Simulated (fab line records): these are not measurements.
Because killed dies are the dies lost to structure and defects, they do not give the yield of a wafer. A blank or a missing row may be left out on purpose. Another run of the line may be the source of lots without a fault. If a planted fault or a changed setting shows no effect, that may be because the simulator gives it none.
fab line records + flow nandHarc
record
- lots=24
- wafers=72
- lastDay=33
route steps=1302 shown A_M0@1157 A_M1@1180 A_BONDPAD@1203 HYBRID_BOND@1242
lots with no fault: from the same line, run without faults
startH: hours from the record's opening day to when the first of the lot's shown wafers began + waitH: hours since the lot's step before + " repeats the value in the row above + L1.1+2: a single row standing in for several wafers + - no value, or no start was given + * or withheld: withheld + < > ~ a bound
route shown NAME@n: NAME is a module with steps in the file, n the number in the route of the first one + usual: mean and standard deviation over wafers with no fault + same: alike in all rows + chamber/n: place in a boat + sites: the reading at each site + _std_site: the standard deviation of these + _edge_site: inner sites' mean taken away from outer sites' mean + radiusMm: for every site, how far away it sits from the centre of the wafer + mask NAME#n: copy n + behind: the tool/chamber that last shaped the wafer + hold: reason for holding the lot/hours on hold/outcome of the hold + device: which transistor (n, p or np) failed to switch + end of line: at the end of the route, the tests of the same wafers + where a step has no rows: the recipe by itself + killed: at the first sort, the dies lost to defects and structure; wafer yield is something else + map: dies across one wafer; x = killed, . = not, _ = none there
set.NAME: the setting the step ran with; set.NAME@STEP: the setting that earlier step ran with + model.NAME: the simulator's own value behind a step, which no gauge read
one table for each step of the route and one row for each wafer, over a sample of lots
services: the hour from which a tool's chamber was out of use, counted from the record's first day as startH (under 0 if before that day), plus the number of hours and why
## steps
# step NHARC_A_M0_PRE_CLEAN_29
# recipe
- timeS=30
- tempC=280
- gas=H2/He
# usual
- heaterPowerW=413/55
| lot.wafer | tool          | chamber | startH | waitH | heaterPowerW |
|-----------|---------------|---------|--------|-------|--------------|
| L075.4    | pvdSputter-01 | -       | -      | -     | 405          |
| L075.2    | "             | -       | "      | "     | 342          |
| L075.5    | "             | -       | "      | "     | 397          |
| L074.3    | pvdSputter-03 | -       | -      | -     | 396          |
| L074.4    | "             | -       | "      | "     | 466          |
| L074.6    | "             | -       | "      | "     | 395          |
| L076.4    | pvdSputter-03 | -       | -      | -     | 404          |
| L076.1    | "             | -       | "      | "     | 488          |
| L076.5    | "             | -       | "      | "     | 452          |
| L078.4    | pvdSputter-01 | -       | -      | -     | 357          |
| L078.1    | "             | -       | "      | "     | 512          |
| L078.3    | "             | -       | "      | "     | 348          |
| L077.3    | pvdSputter-03 | -       | -      | -     | 413          |
| L077.6    | "             | -       | "      | "     | 475          |
| L077.5    | "             | -       | "      | "     | 405          |
| L079.1    | pvdSputter-01 | -       | -      | -     | 525          |
| L079.5    | "             | -       | "      | "     | 385          |
| L079.6    | "             | -       | "      | "     | 346          |
| L081.4    | pvdSputter-01 | -       | -      | -     | 353          |
| L081.1    | "             | -       | "      | "     | 349          |
| L081.6    | "             | -       | "      | "     | 346          |
| L082.1    | pvdSputter-03 | -       | -      | -     | 472          |
| L082.3    | "             | -       | "      | "     | 475          |
| L082.4    | "             | -       | "      | "     | 399          |
| L080.2    | pvdSputter-01 | -       | -      | -     | 362          |
| L080.3    | "             | -       | "      | "     | 491          |
| L080.6    | "             | -       | "      | "     | 359          |
| L083.2    | pvdSputter-02 | -       | -      | -     | 325          |
| L083.5    | "             | -       | "      | "     | 403          |
| L083.6    | "             | -       | "      | "     | 327          |
| L085.4    | pvdSputter-03 | -       | -      | -     | 472          |
| L085.3    | "             | -       | "      | "     | 478          |
| L085.1    | "             | -       | "      | "     | 396          |
| L084.1    | pvdSputter-01 | -       | -      | -     | 370          |
| L084.4    | "             | -       | "      | "     | 498          |
| L084.6    | "             | -       | "      | "     | 346          |
| L087.3    | pvdSputter-02 | -       | -      | -     | 412          |
| L087.2    | "             | -       | "      | "     | 318          |
| L087.6    | "             | -       | "      | "     | 416          |
| L086.2    | pvdSputter-01 | -       | -      | -     | 350          |
| L086.5    | "             | -       | "      | "     | 349          |
| L086.6    | "             | -       | "      | "     | 497          |
| L091.3    | pvdSputter-02 | -       | -      | -     | 449          |
| L091.4    | "             | -       | "      | "     | 408          |
| L091.6    | "             | -       | "      | "     | 451          |
| L090.3    | pvdSputter-03 | -       | -      | -     | 486          |
| L090.1    | "             | -       | "      | "     | 403          |
| L090.5    | "             | -       | "      | "     | 403          |
| L088.4    | pvdSputter-03 | -       | -      | -     | 409          |
| L088.1    | "             | -       | "      | "     | 477          |
| L088.2    | "             | -       | "      | "     | 402          |
| L089.3    | pvdSputter-02 | -       | -      | -     | 396          |
| L089.4    | "             | -       | "      | "     | 473          |
| L089.6    | "             | -       | "      | "     | 403          |
| L092.1    | pvdSputter-02 | -       | -      | -     | 453          |
| L092.4    | "             | -       | "      | "     | 398          |
| L092.5    | "             | -       | "      | "     | 318          |
| L093.4    | pvdSputter-02 | -       | -      | -     | 323          |
| L093.5    | "             | -       | "      | "     | 409          |
| L093.6    | "             | -       | "      | "     | 333          |
| L094.2    | pvdSputter-03 | -       | -      | -     | 478          |
| L094.3    | "             | -       | "      | "     | 476          |
| L094.4    | "             | -       | "      | "     | 410          |
| L095.4    | pvdSputter-03 | -       | -      | -     | 478          |
| L095.1    | "             | -       | "      | "     | 407          |
| L095.6    | "             | -       | "      | "     | 481          |
| L096.4    | pvdSputter-02 | -       | -      | -     | 456          |
| L096.5    | "             | -       | "      | "     | 322          |
| L096.6    | "             | -       | "      | "     | 457          |
| L097.2    | pvdSputter-02 | -       | -      | -     | 398          |
| L097.4    | "             | -       | "      | "     | 401          |
| L097.6    | "             | -       | "      | "     | 402          |
# step NHARC_A_M1_OVL_MEAS_10
# recipe
- pitchNm=240
# usual
- overlayXNm=-0.2/0.79
- overlayYNm=0.2/0.81
| lot.wafer | tool       | chamber | startH | waitH | overlayXNm | overlayYNm |
|-----------|------------|---------|--------|-------|------------|------------|
| L075.2    | overlay-02 | -       | 527.02 | -     | -1.3       | -0.6       |
| L075.4    | "          | -       | "      | "     | -1.3       | 0.1        |
| L075.5    | "          | -       | "      | "     | -1.6       | 0.0        |
| L074.3    | overlay-02 | -       | 528.12 | -     | -1.2       | -0.8       |
| L074.4    | "          | -       | "      | "     | -0.9       | -0.8       |
| L074.6    | "          | -       | "      | "     | -0.6       | 0.0        |
| L076.1    | overlay-01 | -       | 557.63 | -     | 0.7        | 2.1        |
| L076.4    | "          | -       | "      | "     | 0.6        | 2.1        |
| L076.5    | "          | -       | "      | "     | 0.4        | 1.7        |
| L078.1    | overlay-01 | -       | 561.32 | -     | 0.2        | -0.1       |
| L078.3    | "          | -       | "      | "     | 0.6        | 0.4        |
| L078.4    | "          | -       | "      | "     | 0.2        | 0.4        |
| L077.3    | overlay-01 | -       | 566.42 | -     | -0.3       | 1.0        |
| L077.5    | "          | -       | "      | "     | 0.3        | 1.2        |
| L077.6    | "          | -       | "      | "     | 0.5        | 1.2        |
| L079.1    | overlay-01 | -       | 577.53 | -     | -0.9       | 0.5        |
| L079.5    | "          | -       | "      | "     | -0.4       | 1.3        |
| L079.6    | "          | -       | "      | "     | -0.8       | 0.8        |
| L081.1    | overlay-02 | -       | 600.99 | -     | -1.1       | -0.2       |
| L081.4    | "          | -       | "      | "     | -1.0       | 0.1        |
| L081.6    | "          | -       | "      | "     | -1.7       | 0.1        |
| L082.1    | overlay-02 | -       | 602.39 | -     | 0.5        | -0.1       |
| L082.3    | "          | -       | "      | "     | 0.1        | -0.6       |
| L082.4    | "          | -       | "      | "     | 0.0        | -0.3       |
| L080.2    | overlay-01 | -       | 605.63 | -     | 1.1        | -0.9       |
| L080.3    | "          | -       | "      | "     | 0.7        | -0.5       |
| L080.6    | "          | -       | "      | "     | 0.9        | -0.4       |
| L083.2    | overlay-02 | -       | 617.85 | -     | -0.3       | -0.2       |
| L083.5    | "          | -       | "      | "     | 0.1        | -0.9       |
| L083.6    | "          | -       | "      | "     | 0.1        | 0.2        |
| L085.1    | overlay-01 | -       | 645.82 | -     | -1.2       | -0.9       |
| L085.3    | "          | -       | "      | "     | -0.9       | -0.6       |
| L085.4    | "          | -       | "      | "     | -0.8       | -1.1       |
| L084.1    | overlay-02 | -       | 664.23 | -     | -0.1       | 0.1        |
| L084.4    | "          | -       | "      | "     | -0.8       | -0.5       |
| L084.6    | "          | -       | "      | "     | -0.5       | -0.8       |
| L087.2    | overlay-01 | -       | 665.06 | -     | 0.1        | 0.9        |
| L087.3    | "          | -       | "      | "     | 0.1        | 1.3        |
| L087.6    | "          | -       | "      | "     | 0.2        | 1.0        |
| L086.2    | overlay-02 | -       | 666.40 | -     | -0.3       | 0.5        |
| L086.5    | "          | -       | "      | "     | 0.8        | -0.9       |
| L086.6    | "          | -       | "      | "     | 0.2        | -0.2       |
| L091.3    | overlay-01 | -       | 678.80 | -     | 0.2        | 0.2        |
| L091.4    | "          | -       | "      | "     | 0.3        | 0.4        |
| L091.6    | "          | -       | "      | "     | 0.1        | 0.6        |
| L090.1    | overlay-01 | -       | 686.50 | -     | 0.6        | 1.0        |
| L090.3    | "          | -       | "      | "     | 0.3        | 1.0        |
| L090.5    | "          | -       | "      | "     | 0.7        | 0.5        |
| L088.1    | overlay-01 | -       | 691.68 | -     | -0.7       | 1.3        |
| L088.2    | "          | -       | "      | "     | -0.8       | 0.6        |
| L088.4    | "          | -       | "      | "     | -0.9       | 0.7        |
| L089.3    | overlay-01 | -       | 703.34 | -     | 0.4        | 1.6        |
| L089.4    | "          | -       | "      | "     | 1.2        | 1.8        |
| L089.6    | "          | -       | "      | "     | 0.5        | 1.5        |
| L092.1    | overlay-02 | -       | 706.86 | -     | 0.9        | -0.8       |
| L092.4    | "          | -       | "      | "     | 0.6        | -0.5       |
| L092.5    | "          | -       | "      | "     | 1.0        | -0.5       |
| L093.4    | overlay-02 | -       | 726.98 | -     | -1.7       | 0.2        |
| L093.5    | "          | -       | "      | "     | -1.9       | 0.3        |
| L093.6    | "          | -       | "      | "     | -1.9       | 0.0        |
| L094.2    | overlay-02 | -       | 729.96 | -     | 0.3        | -0.1       |
| L094.3    | "          | -       | "      | "     | -0.1       | -0.5       |
| L094.4    | "          | -       | "      | "     | 0.2        | 0.0        |
| L095.1    | overlay-01 | -       | 738.64 | -     | -0.5       | -0.9       |
| L095.4    | "          | -       | "      | "     | -0.2       | -1.1       |
| L095.6    | "          | -       | "      | "     | -0.7       | -1.1       |
| L096.4    | overlay-02 | -       | 749.77 | -     | -0.4       | 1.1        |
| L096.5    | "          | -       | "      | "     | 0.1        | 1.5        |
| L096.6    | "          | -       | "      | "     | -0.8       | 1.0        |
| L097.2    | overlay-02 | -       | 763.79 | -     | 1.0        | 0.1        |
| L097.4    | "          | -       | "      | "     | 0.8        | 0.6        |
| L097.6    | "          | -       | "      | "     | 1.3        | 0.4        |
# step NHARC_A_M1_CD_MEAS_16
# usual
- cdNm=119.7/0.93
| lot.wafer | tool     | chamber | startH | waitH | cdNm  |
|-----------|----------|---------|--------|-------|-------|
| L075.2    | cdSem-03 | -       | 527.43 | -     | 118.8 |
| L075.4    | "        | -       | "      | "     | 120.2 |
| L075.5    | "        | -       | "      | "     | 119.5 |
| L074.3    | cdSem-01 | -       | 528.53 | -     | 121.6 |
| L074.4    | "        | -       | "      | "     | 120.0 |
| L074.6    | "        | -       | "      | "     | 119.0 |
| L076.1    | cdSem-03 | -       | 558.05 | -     | 118.7 |
| L076.4    | "        | -       | "      | "     | 120.4 |
| L076.5    | "        | -       | "      | "     | 121.5 |
| L078.1    | cdSem-01 | -       | 561.73 | -     | 118.7 |
| L078.3    | "        | -       | "      | "     | 118.9 |
| L078.4    | "        | -       | "      | "     | 118.9 |
| L077.3    | cdSem-02 | -       | 567.01 | -     | 119.0 |
| L077.5    | "        | -       | "      | "     | 119.7 |
| L077.6    | "        | -       | "      | "     | 119.2 |
| L079.1    | cdSem-02 | -       | 577.93 | -     | 120.1 |
| L079.5    | "        | -       | "      | "     | 118.7 |
| L079.6    | "        | -       | "      | "     | 119.9 |
| L081.1    | cdSem-02 | -       | 601.39 | -     | 119.0 |
| L081.4    | "        | -       | "      | "     | 120.2 |
| L081.6    | "        | -       | "      | "     | 118.8 |
| L082.1    | cdSem-01 | -       | 602.79 | -     | 119.5 |
| L082.3    | "        | -       | "      | "     | 119.8 |
| L082.4    | "        | -       | "      | "     | 119.8 |
| L080.2    | cdSem-01 | -       | 606.08 | -     | 118.7 |
| L080.3    | "        | -       | "      | "     | 119.7 |
| L080.6    | "        | -       | "      | "     | 121.1 |
| L083.2    | cdSem-01 | -       | 618.25 | -     | 119.7 |
| L083.5    | "        | -       | "      | "     | 119.9 |
| L083.6    | "        | -       | "      | "     | 119.3 |
| L085.1    | cdSem-01 | -       | 646.22 | -     | 119.8 |
| L085.3    | "        | -       | "      | "     | 119.2 |
| L085.4    | "        | -       | "      | "     | 120.5 |
| L084.1    | cdSem-01 | -       | 664.63 | -     | 120.0 |
| L084.4    | "        | -       | "      | "     | 120.1 |
| L084.6    | "        | -       | "      | "     | 121.1 |
| L087.2    | cdSem-02 | -       | 665.51 | -     | 119.3 |
| L087.3    | "        | -       | "      | "     | 120.4 |
| L087.6    | "        | -       | "      | "     | 120.5 |
| L086.2    | cdSem-03 | -       | 666.81 | -     | 119.1 |
| L086.5    | "        | -       | "      | "     | 119.2 |
| L086.6    | "        | -       | "      | "     | 119.5 |
| L091.3    | cdSem-03 | -       | 679.21 | -     | 118.5 |
| L091.4    | "        | -       | "      | "     | 119.5 |
| L091.6    | "        | -       | "      | "     | 119.4 |
| L090.1    | cdSem-01 | -       | 686.90 | -     | 118.3 |
| L090.3    | "        | -       | "      | "     | 119.1 |
| L090.5    | "        | -       | "      | "     | 119.8 |
| L088.1    | cdSem-03 | -       | 692.09 | -     | 119.8 |
| L088.2    | "        | -       | "      | "     | 119.8 |
| L088.4    | "        | -       | "      | "     | 119.8 |
| L089.3    | cdSem-02 | -       | 703.88 | 0.1   | 118.8 |
| L089.4    | "        | -       | "      | "     | 119.3 |
| L089.6    | "        | -       | "      | "     | 119.0 |
| L092.1    | cdSem-01 | -       | 707.31 | -     | 119.4 |
| L092.4    | "        | -       | "      | "     | 119.9 |
| L092.5    | "        | -       | "      | "     | 119.8 |
| L093.4    | cdSem-01 | -       | 727.41 | -     | 118.5 |
| L093.5    | "        | -       | "      | "     | 120.2 |
| L093.6    | "        | -       | "      | "     | 119.5 |
| L094.2    | cdSem-02 | -       | 730.36 | -     | 121.3 |
| L094.3    | "        | -       | "      | "     | 120.0 |
| L094.4    | "        | -       | "      | "     | 121.6 |
| L095.1    | cdSem-01 | -       | 739.05 | -     | 120.0 |
| L095.4    | "        | -       | "      | "     | 120.4 |
| L095.6    | "        | -       | "      | "     | 120.4 |
| L096.4    | cdSem-02 | -       | 750.18 | -     | 120.3 |
| L096.5    | "        | -       | "      | "     | 119.0 |
| L096.6    | "        | -       | "      | "     | 120.7 |
| L097.2    | cdSem-02 | -       | 764.19 | -     | 120.2 |
| L097.4    | "        | -       | "      | "     | 122.9 |
| L097.6    | "        | -       | "      | "     | 122.1 |
# step NHARC_A_BONDPAD_CMP_29
# recipe
- targetThkNm=200
- material=SiCN
# usual
- motorCurrentA=12.6/1.5
| lot.wafer | tool   | chamber | startH | waitH | motorCurrentA |
|-----------|--------|---------|--------|-------|---------------|
| L075.2    | cmp-03 | 1       | 530.84 | -     | 12.2          |
| L075.4    | "      | 2       | "      | "     | 12.6          |
| L075.5    | "      | 3       | "      | "     | 12.4          |
| L074.4    | cmp-04 | 2       | 531.90 | -     | 13.9          |
| L074.3    | "      | 1       | "      | "     | 11.9          |
| L074.6    | "      | 2       | "      | "     | 13.6          |
| L076.4    | cmp-01 | 2       | 561.71 | -     | 13.8          |
| L076.1    | "      | 0       | "      | "     | 10.9          |
| L076.5    | "      | 3       | "      | "     | 11.1          |
| L078.4    | cmp-01 | 3       | 565.39 | -     | 11.7          |
| L078.1    | "      | 1       | "      | "     | 15.3          |
| L078.3    | "      | 2       | "      | "     | 13.6          |
| L077.3    | cmp-01 | 1       | 570.42 | -     | 15.6          |
| L077.5    | "      | 3       | "      | "     | 12.0          |
| L077.6    | "      | 0       | "      | "     | 11.3          |
| L079.1    | cmp-03 | 2       | 581.50 | -     | 12.6          |
| L079.5    | "      | 0       | "      | "     | 12.0          |
| L079.6    | "      | 1       | "      | "     | 12.7          |
| L081.1    | cmp-03 | 2       | 604.81 | -     | 12.2          |
| L081.4    | "      | 3       | "      | "     | 11.7          |
| L081.6    | "      | 1       | "      | "     | 11.6          |
| L082.1    | cmp-01 | 3       | 606.39 | -     | 11.9          |
| L082.4    | "      | 0       | "      | "     | 10.7          |
| L082.3    | "      | 1       | "      | "     | 14.6          |
| L080.3    | cmp-04 | 2       | 609.54 | -     | 14.1          |
| L080.2    | "      | 0       | "      | "     | 12.9          |
| L080.6    | "      | 2       | "      | "     | 13.1          |
| L083.2    | cmp-04 | 3       | 621.64 | -     | 10.0          |
| L083.6    | "      | 3       | "      | "     | 9.8           |
| L083.5    | "      | 0       | "      | "     | 13.2          |
| L085.3    | cmp-04 | 0       | 649.91 | -     | 13.4          |
| L085.1    | "      | 2       | "      | "     | 13.5          |
| L085.4    | "      | 3       | "      | "     | 9.7           |
| L084.4    | cmp-01 | 2       | 668.03 | -     | 13.7          |
| L084.1    | "      | 0       | "      | "     | 10.6          |
| L084.6    | "      | 2       | "      | "     | 13.6          |
| L087.3    | cmp-01 | 3       | 669.24 | -     | 11.0          |
| L087.2    | "      | 0       | "      | "     | 11.6          |
| L087.6    | "      | 2       | "      | "     | 14.2          |
| L086.2    | cmp-01 | 0       | 670.26 | -     | 11.8          |
| L086.6    | "      | 3       | "      | "     | 11.9          |
| L086.5    | "      | 0       | "      | "     | 11.2          |
| L091.4    | cmp-01 | 1       | 682.64 | -     | 15.0          |
| L091.3    | "      | 2       | "      | "     | 13.7          |
| L091.6    | "      | 1       | "      | "     | 15.2          |
| L090.1    | cmp-04 | 2       | 690.51 | -     | 12.2          |
| L090.3    | "      | 3       | "      | "     | 9.5           |
| L090.5    | "      | 3       | "      | "     | 10.1          |
| L088.2    | cmp-01 | 0       | 695.57 | -     | 11.4          |
| L088.4    | "      | 1       | "      | "     | 15.1          |
| L088.1    | "      | 3       | "      | "     | 11.8          |
| L089.4    | cmp-01 | 0       | 707.45 | -     | 10.8          |
| L089.3    | "      | 1       | "      | "     | 15.1          |
| L089.6    | "      | 2       | "      | "     | 13.1          |
| L092.4    | cmp-01 | 1       | 710.74 | -     | 15.6          |
| L092.1    | "      | 3       | "      | "     | 11.3          |
| L092.5    | "      | 0       | "      | "     | 11.5          |
| L093.4    | cmp-04 | 1       | 730.80 | -     | 11.7          |
| L093.5    | "      | 0       | "      | "     | 13.1          |
| L093.6    | "      | 1       | "      | "     | 11.6          |
| L094.4    | cmp-03 | 0       | 733.77 | -     | 14.1          |
| L094.3    | "      | 1       | "      | "     | 12.0          |
| L094.2    | "      | 3       | "      | "     | 12.2          |
| L095.4    | cmp-01 | 3       | 742.45 | -     | 11.2          |
| L095.1    | "      | 1       | "      | "     | 15.7          |
| L095.6    | "      | 2       | "      | "     | 14.3          |
| L096.4    | cmp-03 | 2       | 753.59 | -     | 13.5          |
| L096.6    | "      | 0       | "      | "     | 14.4          |
| L096.5    | "      | 1       | "      | "     | 11.9          |
| L097.4    | cmp-03 | 3       | 767.61 | -     | 12.6          |
| L097.2    | "      | 0       | "      | "     | 13.8          |
| L097.6    | "      | 1       | "      | "     | 12.2          |
# step NHARC_A_BONDPAD_DEGAS_25
# recipe
- tempC=300
- timeS=60
# usual
- heaterPowerW=471/61
| lot.wafer | tool          | chamber | startH | waitH | heaterPowerW |
|-----------|---------------|---------|--------|-------|--------------|
| L075.2    | pvdSputter-01 | -       | 532.77 | -     | 405          |
| L075.4    | "             | -       | "      | "     | 392          |
| L075.5    | "             | -       | "      | "     | 438          |
| L074.4    | pvdSputter-02 | -       | 533.86 | -     | 462          |
| L074.3    | "             | -       | "      | "     | 460          |
| L074.6    | "             | -       | "      | "     | 466          |
| L076.4    | pvdSputter-01 | -       | 563.72 | -     | 587          |
| L076.1    | "             | -       | "      | "     | 400          |
| L076.5    | "             | -       | "      | "     | 447          |
| L078.3    | pvdSputter-03 | -       | 567.27 | -     | 542          |
| L078.4    | "             | -       | "      | "     | 462          |
| L078.1    | "             | -       | "      | "     | 520          |
| L077.3    | pvdSputter-03 | -       | 572.37 | -     | 518          |
| L077.6    | "             | -       | "      | "     | 537          |
| L077.5    | "             | -       | "      | "     | 452          |
| L079.1    | pvdSputter-02 | -       | 583.31 | -     | 472          |
| L079.6    | "             | -       | "      | "     | 366          |
| L079.5    | "             | -       | "      | "     | 505          |
| L081.1    | pvdSputter-03 | -       | 606.63 | -     | 468          |
| L081.4    | "             | -       | "      | "     | 464          |
| L081.6    | "             | -       | "      | "     | 457          |
| L082.3    | pvdSputter-01 | -       | 608.42 | -     | 397          |
| L082.4    | "             | -       | "      | "     | 399          |
| L082.1    | "             | -       | "      | "     | 568          |
| L080.2    | pvdSputter-01 | -       | 611.40 | -     | 558          |
| L080.3    | "             | -       | "      | "     | 407          |
| L080.6    | "             | -       | "      | "     | 404          |
| L083.2    | pvdSputter-03 | -       | 623.63 | -     | 521          |
| L083.6    | "             | -       | "      | "     | 466          |
| L083.5    | "             | -       | "      | "     | 529          |
| L085.3    | pvdSputter-03 | -       | 652.20 | -     | 536          |
| L085.4    | "             | -       | "      | "     | 518          |
| L085.1    | "             | -       | "      | "     | 450          |
| L084.4    | pvdSputter-03 | -       | 669.98 | -     | 462          |
| L084.1    | "             | -       | "      | "     | 554          |
| L084.6    | "             | -       | "      | "     | 470          |
| L087.3    | pvdSputter-02 | -       | 671.07 | -     | 461          |
| L087.2    | "             | -       | "      | "     | 521          |
| L087.6    | "             | -       | "      | "     | 467          |
| L086.2    | pvdSputter-02 | -       | 672.22 | -     | 456          |
| L086.5    | "             | -       | "      | "     | 360          |
| L086.6    | "             | -       | "      | "     | 529          |
| L091.4    | pvdSputter-03 | -       | 684.63 | -     | 523          |
| L091.3    | "             | -       | "      | "     | 475          |
| L091.6    | "             | -       | "      | "     | 517          |
| L090.1    | pvdSputter-03 | -       | 692.49 | -     | 447          |
| L090.3    | "             | -       | "      | "     | 542          |
| L090.5    | "             | -       | "      | "     | 519          |
| L088.4    | pvdSputter-01 | -       | 697.42 | -     | 405          |
| L088.2    | "             | -       | "      | "     | 401          |
| L088.1    | "             | -       | "      | "     | 566          |
| L089.4    | pvdSputter-01 | -       | 709.40 | -     | 563          |
| L089.3    | "             | -       | "      | "     | 410          |
| L089.6    | "             | -       | "      | "     | 404          |
| L092.1    | pvdSputter-01 | -       | 712.56 | -     | 572          |
| L092.4    | "             | -       | "      | "     | 387          |
| L092.5    | "             | -       | "      | "     | 560          |
| L093.4    | pvdSputter-01 | -       | 732.77 | -     | 398          |
| L093.6    | "             | -       | "      | "     | 403          |
| L093.5    | "             | -       | "      | "     | 579          |
| L094.3    | pvdSputter-02 | -       | 735.62 | -     | 371          |
| L094.2    | "             | -       | "      | "     | 502          |
| L094.4    | "             | -       | "      | "     | 458          |
| L095.4    | pvdSputter-03 | -       | 744.45 | -     | 468          |
| L095.1    | "             | -       | "      | "     | 539          |
| L095.6    | "             | -       | "      | "     | 535          |
| L096.4    | pvdSputter-03 | -       | 755.55 | -     | 463          |
| L096.5    | "             | -       | "      | "     | 462          |
| L096.6    | "             | -       | "      | "     | 561          |
| L097.4    | pvdSputter-03 | -       | 769.59 | -     | 474          |
| L097.2    | "             | -       | "      | "     | 534          |
| L097.6    | "             | -       | "      | "     | 547          |
# step NHARC_HYBRID_BOND_OVL_MEAS_05
# usual
- overlayXNm=4/33
- overlayYNm=-3/35
| lot.wafer | tool       | chamber | startH | waitH | overlayXNm | overlayYNm |
|-----------|------------|---------|--------|-------|------------|------------|
| L075.2    | overlay-02 | -       | 543.60 | 0.4   | 27         | 34         |
| L075.4    | "          | -       | "      | "     | 30         | -14        |
| L075.5    | "          | -       | "      | "     | 41         | -13        |
| L074.3    | overlay-01 | -       | 543.61 | 0.4   | -7         | 9          |
| L074.4    | "          | -       | "      | "     | -53        | -5         |
| L074.6    | "          | -       | "      | "     | 22         | 11         |
| L076.1    | overlay-02 | -       | 575.07 | 0.4   | 55         | -19        |
| L076.4    | "          | -       | "      | "     | 1          | -18        |
| L076.5    | "          | -       | "      | "     | -63        | 40         |
| L078.1    | overlay-02 | -       | 579.45 | 0.4   | 5          | -30        |
| L078.3    | "          | -       | "      | "     | -4         | -20        |
| L078.4    | "          | -       | "      | "     | 0          | -18        |
| L077.3    | overlay-01 | -       | 587.31 | 0.4   | -2         | 34         |
| L077.5    | "          | -       | "      | "     | 7          | -58        |
| L077.6    | "          | -       | "      | "     | 2          | 8          |
| L079.1    | overlay-01 | -       | 594.47 | 0.4   | -1         | 40         |
| L079.5    | "          | -       | "      | "     | -2         | -35        |
| L079.6    | "          | -       | "      | "     | -37        | 0          |
| L081.1    | overlay-02 | -       | 617.73 | 0.4   | 65         | -16        |
| L081.4    | "          | -       | "      | "     | -53        | -34        |
| L081.6    | "          | -       | "      | "     | 16         | 8          |
| L082.1    | overlay-01 | -       | 617.73 | 0.4   | -58        | -19        |
| L082.3    | "          | -       | "      | "     | 14         | -14        |
| L082.4    | "          | -       | "      | "     | -7         | 22         |
| L080.2    | overlay-02 | -       | 622.58 | 0.4   | 22         | 32         |
| L080.3    | "          | -       | "      | "     | -26        | 29         |
| L080.6    | "          | -       | "      | "     | 17         | -10        |
| L083.2    | overlay-01 | -       | 636.86 | 0.4   | -22        | -24        |
| L083.5    | "          | -       | "      | "     | -4         | 2          |
| L083.6    | "          | -       | "      | "     | -7         | 27         |
| L085.1    | overlay-01 | -       | 666.13 | 0.4   | -3         | 2          |
| L085.3    | "          | -       | "      | "     | 50         | -44        |
| L085.4    | "          | -       | "      | "     | -68        | -70        |
| L084.1    | overlay-01 | -       | 681.31 | 0.4   | 14         | 41         |
| L084.4    | "          | -       | "      | "     | 7          | 7          |
| L084.6    | "          | -       | "      | "     | 82         | 14         |
| L087.2    | overlay-02 | -       | 681.31 | 0.4   | 54         | 65         |
| L087.3    | "          | -       | "      | "     | -96        | -51        |
| L087.6    | "          | -       | "      | "     | -29        | -9         |
| L086.2    | overlay-01 | -       | 681.32 | 0.4   | 2          | -15        |
| L086.5    | "          | -       | "      | "     | -37        | -21        |
| L086.6    | "          | -       | "      | "     | -39        | -40        |
| L091.3    | overlay-01 | -       | 695.81 | 0.4   | -11        | -17        |
| L091.4    | "          | -       | "      | "     | -30        | 56         |
| L091.6    | "          | -       | "      | "     | 18         | -56        |
| L090.1    | overlay-01 | -       | 704.20 | 0.4   | -17        | 41         |
| L090.3    | "          | -       | "      | "     | -45        | 5          |
| L090.5    | "          | -       | "      | "     | 12         | 24         |
| L088.1    | overlay-02 | -       | 708.58 | 0.4   | -49        | -4         |
| L088.2    | "          | -       | "      | "     | 77         | -15        |
| L088.4    | "          | -       | "      | "     | 27         | 5          |
| L092.1    | overlay-01 | -       | 720.64 | 0.4   | 26         | 1          |
| L092.4    | "          | -       | "      | "     | 37         | 12         |
| L092.5    | "          | -       | "      | "     | -14        | -115       |
| L089.3    | overlay-02 | -       | 720.64 | 0.4   | 16         | -84        |
| L089.4    | "          | -       | "      | "     | -11        | -3         |
| L089.6    | "          | -       | "      | "     | 31         | -47        |
| L093.4    | overlay-01 | -       | 744.14 | 0.4   | -1         | -40        |
| L093.5    | "          | -       | "      | "     | 49         | -27        |
| L093.6    | "          | -       | "      | "     | -5         | -67        |
| L094.2    | overlay-02 | -       | 752.84 | 0.4   | -26        | -19        |
| L094.3    | "          | -       | "      | "     | -32        | -16        |
| L094.4    | "          | -       | "      | "     | 13         | -7         |
| L095.1    | overlay-02 | -       | 752.85 | 0.4   | 10         | 28         |
| L095.4    | "          | -       | "      | "     | 48         | -7         |
| L095.6    | "          | -       | "      | "     | -19        | 50         |
| L096.4    | overlay-01 | -       | 770.18 | 0.4   | 5          | 43         |
| L096.5    | "          | -       | "      | "     | -8         | 29         |
| L096.6    | "          | -       | "      | "     | -23        | -51        |
| L097.2    | overlay-01 | -       | 780.64 | 0.4   | -8         | -17        |
| L097.4    | "          | -       | "      | "     | 36         | -28        |
| L097.6    | "          | -       | "      | "     | 81         | -79        |
## services
| tool          | chamber | startH | hours | kind   |
|---------------|---------|--------|-------|--------|
| cmp-04        | -       | 503.37 | 4.0   | pm     |
| pvdSputter-01 | -       | 515.91 | 2.9   | repair |
| pvdSputter-03 | -       | 526.00 | 10.0  | pm     |
| cmp-01        | -       | 545.18 | 0.6   | repair |
| cmp-04        | -       | 553.30 | 1.1   | repair |
| cmp-03        | -       | 558.61 | 4.0   | pm     |
| pvdSputter-02 | -       | 565.36 | 3.0   | repair |
| cmp-03        | -       | 574.06 | 0.7   | repair |
| cmp-03        | -       | 579.84 | 1.3   | repair |
| pvdSputter-01 | -       | 582.47 | 10.0  | pm     |
| cmp-01        | -       | 585.89 | 4.0   | pm     |
| pvdSputter-02 | -       | 591.73 | 17.8  | repair |
| cmp-04        | -       | 601.37 | 4.0   | pm     |
| pvdSputter-01 | -       | 620.81 | 5.6   | repair |
| pvdSputter-02 | -       | 638.00 | 10.0  | pm     |
| cmp-03        | -       | 656.61 | 4.0   | pm     |
| cmp-01        | -       | 683.89 | 4.0   | pm     |
| pvdSputter-02 | -       | 697.04 | 2.9   | repair |
| cmp-04        | -       | 699.37 | 4.0   | pm     |
| pvdSputter-03 | -       | 704.07 | 10.0  | pm     |
| cmp-04        | -       | 734.17 | 0.8   | repair |
| pvdSputter-01 | -       | 752.76 | 1.7   | repair |
| cmp-03        | -       | 754.61 | 4.0   | pm     |
| pvdSputter-01 | -       | 760.47 | 10.0  | pm     |
## key
fault none
